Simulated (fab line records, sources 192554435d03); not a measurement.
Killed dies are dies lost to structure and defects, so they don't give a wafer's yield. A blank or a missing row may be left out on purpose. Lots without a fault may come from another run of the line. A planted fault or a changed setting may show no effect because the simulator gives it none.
Chamber matching | flow n5_finfet | N5_HKMG_FIN_ALD_71 on ald_metal-03: 4 sister chambers
The step deposits TiN, target thk 1 nm, pulse time 1 s, purge time 3 s. 14 wafers are shown with their chamber, then 7 later ones without.

WAFERS WITH THEIR CHAMBER
wafer  | chamber | heater_power_w (W) | susceptor_temp_C (C) | precursor_pulse_height_rel
L075.1 | 2       | 980                | 399.99               | 0.971
L075.3 | 3       | 885                | 399.84               | 1.027
L075.6 | 1       | 979                | 399.91               | 1.009
L077.2 | 1       | 937                | 400.37               | 1.063
L077.4 | 2       | 948                | 400.00               | 0.990
L077.6 | 0       | 762                | 399.82               | 0.990
L081.2 | 1       | 943                | 399.89               | 0.979
L081.4 | 3       | 880                | 399.83               | 0.980
L081.6 | 1       | 962                | 399.87               | 1.008
L084.2 | 0       | 773                | 400.56               | 1.001
L084.4 | 2       | 957                | 399.69               | 1.003
L084.5 | 3       | 866                | 400.21               | 1.003
L089.1 | 3       | 850                | 399.83               | 0.999
L089.2 | 1       | 962                | 399.81               | 0.993

SIGNATURES (means of the wafers above)
reading                    | chamber 0 | chamber 1 | chamber 2 | chamber 3 | scatter within a chamber
heater_power_w             | 767.50    | 956.60    | 961.67    | 870.25    | 15.7
susceptor_temp_C           | 400.1900  | 399.9700  | 399.8933  | 399.9275  | 0.255
precursor_pulse_height_rel | 0.99550   | 1.01040   | 0.98800   | 1.00225   | 0.024
Rule: a wafer's distance from a chamber is the root of the sum, over the readings, of the square of ((its reading less the chamber's mean) divided by the reading's scatter). The wafer belongs to the nearest chamber; if the next one is less than 2 further off, it can't be placed. The scatter: the root of (the sum of the squares of (reading less its chamber's mean) over the shown wafers, divided by (wafers less chambers)).

WAFERS WITHOUT THEIR CHAMBER
wafer  | heater_power_w (W) | susceptor_temp_C (C) | precursor_pulse_height_rel
L089.4 | 785                | 400.06               | 0.983
L092.2 | 752                | 400.11               | 0.973
L092.3 | 940                | 400.15               | 1.023
L092.5 | 741                | 400.28               | 0.997
L095.1 | 763                | 400.08               | 1.009
L095.3 | 957                | 399.92               | 0.964
L095.4 | 941                | 400.00               | 1.015

WHICH CHAMBER EACH WENT THROUGH
wafer  | from the rows above     | in truth
L089.4 | 0                       | 0
L092.2 | 0                       | 0
L092.3 | can't be placed: 1 or 2 | 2
L092.5 | 0                       | 0
L095.1 | 0                       | 0
L095.3 | can't be placed: 2 or 1 | 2
L095.4 | can't be placed: 1 or 2 | 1
Placed correctly: 4 of 7. Can't be placed from these rows: 3 (the true chamber is among the candidates in 3). Placed wrongly: 0.
